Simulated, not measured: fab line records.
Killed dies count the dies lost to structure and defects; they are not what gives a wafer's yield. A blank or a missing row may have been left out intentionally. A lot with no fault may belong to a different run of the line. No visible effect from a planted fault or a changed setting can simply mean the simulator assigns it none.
Split-lot trial -- flow n5_finfet -- on a route of 1938 steps: 7 lots, 21 wafers read

THE SPLIT
At N5_BEOL_M8_ETCH_61 (etches SiARC in CF4, target depth 45.5 nm, time 75.8 s), the setting bias_w was moved away from the recipe's 36 W on 8 of the 21 wafers read, by -16.0% to +14.1%. For the rest of the wafers, this setting stayed at what the recipe calls for.

The reading is taken at the split's own step.

THE READING
rf_vpp_V, in V, at N5_BEOL_M8_ETCH_61 (etches SiARC in CF4, target depth 45.5 nm, time 75.8 s). A value of 183.7 V with a standard deviation of 1.2 V is what fault-free wafers of this fab line usually give.

wafer,"tool, chamber at the split","bias_w as run, W",against the recipe,"rf_vpp_V, V",against lot-mates on the recipe
L075.2,"rie_diel-03, 3",36,recipe,184.2,-
L075.3,"rie_diel-03, 2",36,recipe,180.9,-
L075.6,"rie_diel-03, 3",36,recipe,184.7,-
L076.1,"rie_diel-06, 2",39.23,+9.0%,193.4,+12.0
L076.2,"rie_diel-06, 3",39.23,+9.0%,194.2,+12.8
L076.3,"rie_diel-06, 0",36,recipe,181.4,-
L077.1,"rie_diel-03, 1",36,recipe,184.0,-
L077.2,"rie_diel-03, 2",36,recipe,181.4,-
L077.3,"rie_diel-03, 3",30.25,-16.0%,163.3,-19.4
L083.3,"rie_diel-06, 3",36,recipe,184.6,-
L083.4,"rie_diel-06, 3",36,recipe,182.5,-
L083.5,"rie_diel-06, 0",41.09,+14.1%,196.9,+13.3
L085.2,"rie_diel-05, 1",36,recipe,185.3,-
L085.4,"rie_diel-05, 1",36,recipe,184.6,-
L085.6,"rie_diel-05, 3",33.18,-7.8%,174.5,-10.4
L092.1,"rie_diel-03, 0",36,recipe,182.1,-
L092.3,"rie_diel-03, 3",33.23,-7.7%,176.3,-6.3
L092.6,"rie_diel-03, 0",36,recipe,183.1,-
L096.3,"rie_diel-06, 0",36,recipe,185.3,-
L096.4,"rie_diel-06, 1",39.57,+9.9%,197.8,+12.5
L096.5,"rie_diel-06, 0",39.57,+9.9%,197.1,+11.8

THE FIT
A straight line over all 21 wafers: rf_vpp_V changes by +1.18 V for each +1% of bias_w; r = +0.98; the points scatter about the line by 1.7 V.
The same after taking each lot's own level away (the mean of its wafers on the recipe; 21 wafers): +1.17 V for each +1%; r = +0.98; scatter 1.5 V.
The reading moves by 19 V for the largest change in bias_w, on that fit.
Measured against the standard deviation above, the lots' own levels, which go from 181.40 to 185.30 V, span 3.3 times it.
The two slopes agree, so the slope changes little with the lot-to-lot level.
Check: with one of the wafers moved furthest among these (-16.0%) left out of the fit, the line predicts -18 V for it against its lot-mates. It came out at -19.4 V against them.
Tool readings at the split's step, against how far the setting was moved: etch_rf_on_time_s r = -0.76; rf_vpp_V r = +0.98.

THESE WAFERS: OTHER SPLITS
Before the reading, these wafers also passed through other splits. Each is held against what the fit with the lots' levels taken away leaves over:
other split on the same wafers,wafers away from the commonest value,r with rf_vpp_V (lot level and that fit taken away)
N5_BEOL_M5_PECVD_70 time_s,10,+0.12
N5_BEOL_M5_COAT_60 spin_rpm,7,-0.18
N5_BEOL_M5_COAT_05 spin_rpm,8,+0.18
N5_BEOL_M6_COAT_71 spin_rpm,8,+0.05
N5_BEOL_M6_COAT_22 spin_rpm,8,+0.37
N5_BEOL_M7_HM_DEP_02 target_thk_a,11,+0.34
N5_BEOL_M7_COAT_05 spin_rpm,5,+0.09

THE WHOLE CHAIN: every reading that the file lists as answering this split, in the file's order
step,what it does,reading,change (the file's fit),r (the file's)
N5_BEOL_M8_ETCH_61,"etches SiARC in CF4, target depth 45.5 nm, time 75.8 s",etch_rf_on_time_s,withheld for each +1% of the setting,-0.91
N5_BEOL_M8_ETCH_61,"etches SiARC in CF4, target depth 45.5 nm, time 75.8 s",rf_vpp_V,+1.14 V for each +1% of the setting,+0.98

FILE'S OWN FIT
rf_vpp_V changes by +1.14 V for each +1% of bias_w, r = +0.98.
